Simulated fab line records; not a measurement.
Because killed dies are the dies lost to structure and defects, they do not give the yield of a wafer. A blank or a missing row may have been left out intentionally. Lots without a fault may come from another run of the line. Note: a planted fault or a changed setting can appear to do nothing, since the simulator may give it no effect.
fab line records | flow n5-finfet | part 1 of 2: steps 1 to 21 of 29
record lots=5 wafers=15 last-day=17
route steps=1938 shown MOL_CONTACT_COAG@586
lots that met no fault: from a run of the same line without faults
start-h: the number of hours between the record's first day and the start of the first shown wafer of the lot | wait-h: hours elapsed since this lot's preceding step | " identical to the entry in the row above | L1.1+2: a single row standing in for several wafers | - value missing, or start not given | * or withheld: withheld | < > ~ a bound
route shown NAME@n: names a module that has steps shown in the file, with the first one's number in the route | usual: mean/standard deviation taken from wafers without a fault | same: alike in all rows | chamber/n: place in a boat | sites: per-site readings | _std_site: the values' standard deviation | _edge_site: outer sites' mean less inner sites' | radius-mm: how far each site lies from the wafer's centre | mask NAME#n: copy n | behind: the most recent tool/chamber to have shaped the wafer | hold: what put the lot on hold/how long, in hours/how the hold closed | device: names the non-switching transistor (n, p or np) | end of line: the tests these same wafers got at the end of their route | step lacking rows: just its recipe | killed: the dies lost at the first sort to structure and to defects; this is not the yield of the wafer | map: a wafer's dies, marking killed ones x, the rest . and places with no die _
set.NAME: the setting the step ran with; set.NAME@STEP: the setting that earlier step ran with | model.NAME: the simulator's own value behind a step, which no gauge read
lots seen at some steps along the route; tables by step, rows by wafer
services: when a tool's chamber went out of use (start-h, in hours from the record's first day, below 0 if earlier), for how many hours, and the reason
## steps
# step N5_MOL_CONTACT_COAG_VIA_ETCH_46
# recipe chemistry=C4F6/O2 target-depth-a=460 overetch-a=92 mask-material=SOC target=SiO2 bias-w=455 pressure-mtorr=10 time-s=40 source-w=325 Ar_flow_sccm=300 C4F6_flow_sccm=10 O2_flow_sccm=10 ion-energy-ev=575.3 ends=end-point
# usual O2_flow_sccm=10.00/0.03 drypump-motor-current-A=6.0/0.5 oes-product-au=0.70/0.065 rf-vpp-V=1589/13 showerhead-plenum-p-Torr=2.85/0.09 throttle-valve-pct=40.75/0.28
# columns lot.wafer tool chamber start-h wait-h O2_flow_sccm drypump-motor-current-A oes-product-au rf-hours-counter-h rf-vpp-V showerhead-plenum-p-Torr throttle-valve-pct
L079.3 rie-diel-04 0 134.38 0.0 9.99 6.6 0.64 210 1583 2.69 40.49
L079.4 " 1 " " 10.01 5.7 0.71 113 1591 2.85 41.03
L079.5 " 3 " " 9.94 5.6 0.66 - 1591 2.96 40.58
L088.2 rie-diel-05 2 190.05 0.0 10.01 6.6 0.68 152 1583 2.84 40.58
L088.3 " 0 " " 9.98 5.6 0.74 89 1596 2.75 40.41
L088.5 " 2 " " 9.99 6.6 0.70 - 1583 2.84 40.58
L093.1 rie-diel-05 0 213.47 0.0 9.99 5.6 0.73 100 1596 2.75 40.40
L093.3 " 2 " " 10.02 6.6 0.68 164 1583 2.84 40.60
L093.5 " 0 " " 10.04 5.6 0.73 - 1596 2.75 40.44
L095.1 rie-diel-04 1 224.38 0.0 10.00 5.7 0.68 149 1589 2.83 41.06
L095.3 " 2 " " 10.01 5.7 0.81 12 1566 2.90 40.68
L095.5 " 1 " " 9.98 5.7 0.68 - 1588 2.83 41.06
L097.1 rie-diel-05 2 241.46 0.0 10.02 6.5 0.67 175 1582 2.83 40.59
L097.4 " 3 " " 9.97 5.6 0.68 153 1586 2.97 40.99
L097.6 " 2 " " 10.05 6.6 0.67 - 1582 2.83 40.61
# step N5_MOL_CONTACT_COAG_STRIP_96
# recipe chemistry=N2/H2 power-w=500 temp-c=40 pressure-mtorr=50 rf-frequency-hz=6e+07 overash-fraction=0.3 bias-power-w=28 h2-frac=0.5 n2-flow-sccm=300 h2-flow-sccm=300
# usual drypump-motor-current-A=6.0/0.5 oes-product-au=0.78/0.077 rf-vpp-V=122.0/1.3 showerhead-plenum-p-Torr=3.37/0.1 throttle-valve-pct=18.7/0.34
# columns lot.wafer tool chamber start-h wait-h drypump-motor-current-A oes-product-au rf-hours-counter-h rf-vpp-V showerhead-plenum-p-Torr throttle-valve-pct
L079.3 rie-diel-04 0 134.45 0.0 6.6 0.72 210 121.4 3.19 18.7
L079.4 " 1 " " 5.7 0.79 113 121.8 3.38 19.3
L079.5 " 3 " " 5.7 0.73 - 123.3 3.48 18.6
L088.2 rie-diel-05 2 190.11 0.0 6.6 0.77 152 121.9 3.36 18.7
L088.3 " 0 " " 5.6 0.82 89 122.5 3.25 18.3
L088.5 " 2 " " 6.6 0.76 - 120.0 3.36 18.7
L093.1 rie-diel-05 0 213.54 0.0 5.6 0.81 100 119.9 3.24 18.3
L093.3 " 2 " " 6.6 0.76 164 120.9 3.36 18.7
L093.5 " 0 " " 5.6 0.81 - 121.6 3.24 18.3
L095.1 rie-diel-04 1 224.44 0.0 5.7 0.76 149 121.7 3.36 19.3
L095.3 " 2 " " 5.8 0.91 12 121.3 3.44 18.4
L095.5 " 1 " " 5.7 0.76 - 121.9 3.36 19.4
L097.1 rie-diel-05 2 241.53 0.0 6.6 0.74 175 123.8 3.35 18.7
L097.4 " 3 " " 5.6 0.76 153 122.4 3.49 18.7
L097.6 " 2 " " 6.6 0.75 - 120.7 3.35 18.7
# step N5_MOL_CONTACT_COAG_ETCH_47
# recipe chemistry=CH3F/O2 target=SiNx target-depth-a=270 mask-material=SiO2 stop-on=W over-etch-frac=0.2 ion-energy-ev=120 endpoint=OES-CN pressure-mtorr=30 source-w=395 bias-w=73 Ar_flow_sccm=150 CH3F_flow_sccm=30 O2_flow_sccm=20 ends=end-point
# usual O2_flow_sccm=20.00/0.057 drypump-motor-current-A=6.0/0.5 etch-rf-on-time-s=31.4/0.37 oes-product-au=0.70/0.068 rf-vpp-V=297.8/2.6 showerhead-plenum-p-Torr=2.01/0.066 throttle-valve-pct=16.33/0.19
# columns lot.wafer tool chamber start-h wait-h O2_flow_sccm drypump-motor-current-A etch-rf-on-time-s oes-product-au rf-hours-counter-h rf-vpp-V showerhead-plenum-p-Torr throttle-valve-pct
L079.3 rie-diel-04 0 134.49 0.0 20.07 6.6 31.1 0.64 210 296.4 1.89 16.18
L079.4 " 1 " " 19.91 5.7 30.8 0.71 113 297.9 2.01 16.53
L079.5 " 3 " " 20.06 5.7 31.4 0.66 - 297.0 2.08 16.18
L088.2 rie-diel-05 2 190.15 0.0 20.02 6.6 31.7 0.69 152 295.0 2.00 16.37
L088.3 " 0 " " 19.90 5.6 31.8 0.73 90 299.8 1.94 16.18
L088.5 " 2 " " 19.98 6.6 31.8 0.68 - 295.4 2.00 16.38
L093.1 rie-diel-05 0 213.58 0.0 19.98 5.6 31.7 0.71 100 299.7 1.93 16.21
L093.3 " 2 " " 20.01 6.6 31.3 0.69 165 296.5 2.00 16.41
L093.5 " 0 " " 20.01 5.6 31.6 0.72 - 298.8 1.93 16.21
L095.1 rie-diel-04 1 224.48 0.0 20.10 5.7 31.0 0.68 149 297.0 2.00 16.61
L095.3 " 2 " " 20.02 5.8 31.0 0.80 12 293.5 2.05 15.82
L095.5 " 1 " " 20.02 5.8 30.8 0.68 - 298.2 2.00 16.60
L097.1 rie-diel-05 2 241.57 0.0 19.90 6.6 31.8 0.67 175 296.3 1.99 16.43
L097.4 " 3 " " 19.99 5.5 31.7 0.67 153 296.2 2.09 16.54
L097.6 " 2 " " 19.94 6.6 31.6 0.66 - 296.2 1.99 16.42
# step N5_MOL_CONTACT_COAG_STRIP_119
# recipe chemistry=N2/H2 time-s=30 power-w=1000 temp-c=250 pressure-mtorr=withheld n2-flow-sccm=1750 h2-flow-sccm=3250
# usual drypump-motor-current-A=6.1/0.3 heater-power-w=312/17
# columns lot.wafer tool chamber start-h wait-h drypump-motor-current-A heater-power-w rf-hours-counter-h
L079.3 plasma-asher-01 0 134.59 0.1 5.8 317 -
L079.4 " 1 " " 5.9 289 -
L079.5 " 0 " " 5.7 310 -
L088.2 plasma-asher-01 0 190.23 0.1 5.7 316 60
L088.3 " 1 " " 5.9 280 -
L088.5 " 1 " " 5.9 294 -
L093.1 plasma-asher-01 1 213.66 0.1 5.9 288 65
L093.3 " 1 " " 5.9 296 -
L093.5 " 0 " " 5.8 310 -
L095.1 plasma-asher-01 0 224.61 0.1 5.8 318 67
L095.3 " 1 " " 5.9 288 -
L095.5 " 1 " " 5.9 290 -
L097.1 plasma-asher-01 0 241.65 0.1 5.8 312 69
L097.4 " 0 " " 5.7 319 -
L097.6 " 0 " " 5.7 308 -
# step N5_MOL_CONTACT_COAG_PRECLEAN_144
# recipe chemistry=alkaline-clean temp-c=60 time-s=60 do-ppb=50
# columns lot.wafer tool chamber start-h wait-h
L079.3+4+5 wet-bench-01 6,2,7 134.65 0.0
L088.2+3+5 wet-bench-04 7,1,6 190.32 0.1
L093.1+3+5 wet-bench-01 6,5,7 213.75 0.1
L095.1+3+5 wet-bench-06 5,7,2 224.70 0.1
L097.1+4+6 wet-bench-01 0,6,7 241.74 0.1
# step N5_MOL_CONTACT_COAG_SRD_145
# recipe dry=ipa-marangoni time-s=30 temp-c=23 rinse-liquid=diw
# usual do-supply-ppb=10.00/0.091
# columns lot.wafer tool chamber start-h wait-h do-supply-ppb
L079.3 wet-bench-01 6 134.67 0.0 9.93
L079.4 " 2 " " 10.01
L079.5 " 7 " " 10.12
L088.2 wet-bench-04 7 190.34 0.0 10.01
L088.3 " 1 " " 10.06
L088.5 " 6 " " 10.01
L093.1 wet-bench-01 6 213.77 0.0 10.00
L093.3 " 5 " " 9.80
L093.5 " 7 " " 10.06
L095.1 wet-bench-06 5 224.72 0.0 10.06
L095.3 " 7 " " 10.13
L095.5 " 2 " " 10.00
L097.1 wet-bench-01 0 241.76 0.0 9.96
L097.4 " 6 " " 10.04
L097.6 " 7 " " 9.79
# step N5_MOL_CONTACT_COAG_CD_MEAS_137
# recipe target-cd-nm=16
# usual cd-nm=16.0/0.32
# columns lot.wafer tool chamber start-h wait-h cd-nm
L079.3 cd-sem-02 - 134.72 0.0 15.9
L079.4 " - " " 16.5
L079.5 " - " " 16.1
L088.2 cd-sem-01 - 190.38 0.0 16.3
L088.3 " - " " 16.3
L088.5 " - " " 16.2
L093.1 cd-sem-01 - 213.81 0.0 15.7
L093.3 " - " " 15.8
L093.5 " - " " 16.0
L095.1 cd-sem-01 - 224.76 0.0 16.1
L095.3 " - " " 16.7
L095.5 " - " " 16.6
L097.1 cd-sem-02 - 241.80 0.0 15.6
L097.4 " - " " 15.7
L097.6 " - " " 16.3
# step N5_MOL_CONTACT_COAG_COAT_62
# recipe resist=SOC temp-c=250 time-s=60 spin-rpm=1500 resist-thk-nm=60
# columns lot.wafer tool chamber start-h wait-h
L079.3+4+5 litho-track-03 0 134.75 0.0
L088.2+3+5 litho-track-04 0 190.42 0.0
L093.1+3+5 litho-track-02 0 213.85 0.0
L095.1+3+5 litho-track-03 0 224.80 0.0
L097.1+4+6 litho-track-04 0 241.84 0.0
# step N5_MOL_CONTACT_COAG_COAT_63
# recipe resist=SiARC temp-c=220 time-s=60 spin-rpm=1500 resist-thk-nm=10
# columns lot.wafer tool chamber start-h wait-h
L079.3+4+5 litho-track-03 0 - -
L088.2+3+5 litho-track-04 0 - -
L093.1+3+5 litho-track-02 0 - -
L095.1+3+5 litho-track-03 0 - -
L097.1+4+6 litho-track-04 0 - -
# step N5_MOL_CONTACT_COAG_COAT_64
# recipe resist=underlayer temp-c=205 time-s=60 spin-rpm=1500 resist-thk-nm=10
# columns lot.wafer tool chamber start-h wait-h
L079.3+4+5 litho-track-03 0 - -
L088.2+3+5 litho-track-04 0 - -
L093.1+3+5 litho-track-02 0 - -
L095.1+3+5 litho-track-03 0 - -
L097.1+4+6 litho-track-04 0 - -
# step N5_MOL_CONTACT_COAG_COAT_34
# recipe resist=CAR-EUV spin-rpm=1500 resist-thk-nm=40
# columns lot.wafer tool chamber start-h wait-h
L079.3+4+5 litho-track-03 0 - -
L088.2+3+5 litho-track-04 0 - -
L093.1+3+5 litho-track-02 0 - -
L095.1+3+5 litho-track-03 0 - -
L097.1+4+6 litho-track-04 0 - -
# step N5_MOL_CONTACT_COAG_EBR_36
# recipe solvent=PGMEA ebr-width-mm=1.5
# same ebr-width-mm=1.5
# columns lot.wafer tool chamber start-h wait-h
L079.3+4+5 litho-track-03 0 - -
L088.2+3+5 litho-track-04 0 - -
L093.1+3+5 litho-track-02 0 - -
L095.1+3+5 litho-track-03 0 - -
L097.1+4+6 litho-track-04 0 - -
# step N5_MOL_CONTACT_COAG_SOFTBAKE_35
# recipe temp-c=110 time-s=60 resist=CAR-EUV
# columns lot.wafer tool chamber start-h wait-h
L079.3+4+5 litho-track-03 0 - -
L088.2+3+5 litho-track-04 0 - -
L093.1+3+5 litho-track-02 0 - -
L095.1+3+5 litho-track-03 0 - -
L097.1+4+6 litho-track-04 0 - -
# step N5_MOL_CONTACT_COAG_EXPOSE_37
# recipe mask-id=VD na=0.33 source-shape=annular sigma-inner=0.3 sigma-outer=0.7 polarization=unpolarized defocus-nm=0 dose-mj=62
# same na=0.33
# columns lot.wafer tool chamber start-h wait-h mask
L079.3+4+5 euv-scanner-01 0 135.03 - VD#0
L088.2+3+5 euv-scanner-02 0 190.69 - VD#0
L093.1+3+5 euv-scanner-02 0 213.98 - VD#0
L095.1+3+5 euv-scanner-01 0 224.93 - VD#0
L097.1+4+6 euv-scanner-02 0 241.97 - VD#0
# step N5_MOL_CONTACT_COAG_PEB_38
# recipe peb-temp-c=100 peb-time-s=60 resist=CAR-EUV
# columns lot.wafer tool chamber start-h wait-h
L079.3+4+5 litho-track-02 0 135.09 0.1
L088.2+3+5 litho-track-03 0 190.76 0.1
L093.1+3+5 litho-track-02 0 214.06 0.1
L095.1+3+5 litho-track-03 0 225.01 0.1
L097.1+4+6 litho-track-03 0 242.05 0.1
# step N5_MOL_CONTACT_COAG_DEVELOP_39
# recipe develop-time-s=30 developer=TMAH resist=CAR-EUV rinse-liquid=surfactant-rinse dry=air-spin dev-temp-c=23
# usual developer-temp-C=23.00/0.11
# columns lot.wafer tool chamber start-h wait-h developer-temp-C
L079.3 litho-track-02 0 - - 22.97
L079.4 " 0 " " 22.90
L079.5 " 0 " " 22.77
L088.2 litho-track-03 0 - - 22.93
L088.3 " 0 " " 23.08
L088.5 " 0 " " 23.14
L093.1 litho-track-02 0 - - 23.06
L093.3 " 0 " " 22.99
L093.5 " 0 " " 22.75
L095.1 litho-track-03 0 - - 22.97
L095.3 " 0 " " 22.95
L095.5 " 0 " " 23.05
L097.1 litho-track-03 0 - - 23.13
L097.4 " 0 " " 23.08
L097.6 " 0 " " 23.24
# step N5_MOL_CONTACT_COAG_CD_MEAS_40
# recipe target-cd-nm=25.1 landing-energy-ev=500 detector=se-inlens polarity=opening
# usual cd-nm=25.08/0.25
# columns lot.wafer tool chamber start-h wait-h cd-nm
L079.3 cd-sem-02 0 135.16 - 24.91
L079.4 " 0 " " 24.93
L079.5 " 0 " " 25.21
L088.2 cd-sem-01 0 190.82 - 25.05
L088.3 " 0 " " 24.76
L088.5 " 0 " " 25.24
L093.1 cd-sem-03 0 214.13 - 25.15
L093.3 " 0 " " 25.27
L093.5 " 0 " " 24.77
L095.1 cd-sem-03 0 225.08 - 25.28
L095.3 " 0 " " 24.78
L095.5 " 0 " " 24.80
L097.1 cd-sem-01 0 242.12 - 25.29
L097.4 " 0 " " 25.17
L097.6 " 0 " " 25.32
# step N5_MOL_CONTACT_COAG_OVL_MEAS_41
# recipe points-per-wafer=522
# usual VD_OVL=-0.3/0.72
# columns lot.wafer tool chamber start-h wait-h VD_OVL[nm]
L079.3 overlay-01 0 135.20 0.0 -1.3
L079.4 " 0 " " -1.4
L079.5 " 0 " " -0.2
L088.2 overlay-02 0 190.86 0.0 0.2
L088.3 " 0 " " 0.2
L088.5 " 0 " " -0.1
L093.1 overlay-02 0 214.16 0.0 -0.6
L093.3 " 0 " " -0.7
L093.5 " 0 " " -0.5
L095.1 overlay-01 0 225.11 0.0 -0.6
L095.3 " 0 " " -0.1
L095.5 " 0 " " -0.9
L097.1 overlay-02 0 242.15 0.0 -0.8
L097.4 " 0 " " 0.0
L097.6 " 0 " " -0.2
# step N5_MOL_CONTACT_COAG_INSPECT_42
# recipe mode=adi inspect-instrument=brightfield
# usual raw-defect-count=201/54
# columns lot.wafer tool chamber start-h wait-h raw-defect-count
L079.3 defect-inspect-02 - 135.25 0.0 222
L079.4 " - " " 196
L079.5 " - " " 218
L088.2 defect-inspect-01 - 190.91 0.0 237
L088.3 " - " " 289
L088.5 " - " " 187
L093.1 defect-inspect-02 - 214.22 0.1 183
L093.3 " - " " 189
L093.5 " - " " 178
L095.1 defect-inspect-01 - 225.17 0.1 187
L095.3 " - " " 197
L095.5 " - " " 183
L097.1 defect-inspect-01 - 242.21 0.1 275
L097.4 " - " " 183
L097.6 " - " " 351
# step N5_MOL_CONTACT_COAG_DESCUM_45
# recipe chemistry=O2 time-s=7 source-power-w=50 bias-power-w=20 pressure-mtorr=20 rf-frequency-hz=2.712e+07 temp-c=40 resist=CAR-EUV o2-flow-sccm=225
# usual drypump-motor-current-A=5.9/0.5 oes-product-au=0.78/0.073 rf-vpp-V=243.4/1.4 showerhead-plenum-p-Torr=2.10/0.07 throttle-valve-pct=20.41/0.21
# columns lot.wafer tool chamber start-h wait-h drypump-motor-current-A oes-product-au rf-hours-counter-h rf-vpp-V showerhead-plenum-p-Torr throttle-valve-pct
L079.3 rie-diel-05 3 135.51 0.3 5.5 0.80 109 244.1 2.21 20.53
L079.4 " 2 " " 6.6 0.78 128 243.8 2.10 20.38
L079.5 " 0 " " 5.6 0.84 - 244.4 2.03 20.19
L088.2 rie-diel-05 0 191.44 0.5 5.6 0.81 90 241.9 2.02 20.22
L088.3 " 3 " " 5.5 0.77 133 246.1 2.20 20.56
L088.5 " 3 " " 5.5 0.76 - 245.3 2.20 20.57
L093.1 rie-diel-04 1 214.25 0.0 5.7 0.76 147 242.2 2.09 20.67
L093.3 " 0 " " 6.6 0.68 246 242.7 1.98 20.29
L093.5 " 1 " " 5.7 0.76 - 241.5 2.09 20.68
L095.1 rie-diel-04 3 225.20 0.0 5.7 0.70 212 245.2 2.16 20.20
L095.3 " 0 " " 6.6 0.68 250 242.0 1.97 20.30
L095.5 " 0 " " 6.6 0.68 - 242.6 1.97 20.28
L097.1 rie-diel-05 3 242.56 0.4 5.5 0.76 154 244.7 2.19 20.61
L097.4 " 1 " " 6.3 0.93 21 244.2 2.14 20.13
L097.6 " 0 " " 5.6 0.81 - 243.7 2.01 20.25
# step N5_MOL_CONTACT_COAG_ETCH_65
# recipe chemistry=N2/H2 target=underlayer target-depth-a=130 mask-material=CAR-EUV time-s=10.4 ion-energy-ev=200 pressure-mtorr=30 source-w=840 bias-w=150 n2-flow-sccm=200 h2-flow-sccm=200 ends=cleared
# usual drypump-motor-current-A=6.0/0.5 etch-rf-on-time-s=10.47/0.12 oes-product-au=0.66/0.062 rf-vpp-V=524.0/2.4 showerhead-plenum-p-Torr=2.55/0.084 throttle-valve-pct=17.80/0.23
# columns lot.wafer tool chamber start-h wait-h drypump-motor-current-A etch-rf-on-time-s oes-product-au rf-hours-counter-h rf-vpp-V showerhead-plenum-p-Torr throttle-valve-pct
L079.3 rie-diel-05 3 135.54 0.0 5.6 10.49 0.68 109 527.5 2.67 17.80
L079.4 " 2 " " 6.6 10.53 0.68 128 524.9 2.56 17.77
L079.5 " 0 " " 5.6 10.72 0.72 - 521.8 2.46 17.51
L088.2 rie-diel-05 0 191.47 0.0 5.6 10.65 0.69 90 520.6 2.46 17.55
L088.3 " 3 " " 5.5 10.48 0.66 133 525.5 2.66 17.83
L088.5 " 3 " " 5.6 10.36 0.66 - 528.4 2.66 17.84
L093.1 rie-diel-04 1 214.29 0.0 5.7 10.16 0.66 147 523.0 2.54 18.18
L093.3 " 0 " " 6.6 10.62 0.58 246 518.5 2.40 17.73
L093.5 " 1 " " 5.7 10.36 0.65 - 523.3 2.54 18.18
L095.1 rie-diel-04 3 225.24 0.0 5.7 10.40 0.61 212 526.6 2.62 17.61
L095.3 " 0 " " 6.7 10.60 0.58 250 518.1 2.40 17.72
L095.5 " 0 " " 6.7 10.61 0.58 - 520.6 2.40 17.73
L097.1 rie-diel-05 3 242.60 0.0 5.6 10.39 0.65 154 525.7 2.65 17.89
L097.4 " 1 " " 6.3 10.33 0.79 21 525.2 2.60 17.46
L097.6 " 0 " " 5.6 10.58 0.68 - 520.8 2.45 17.58
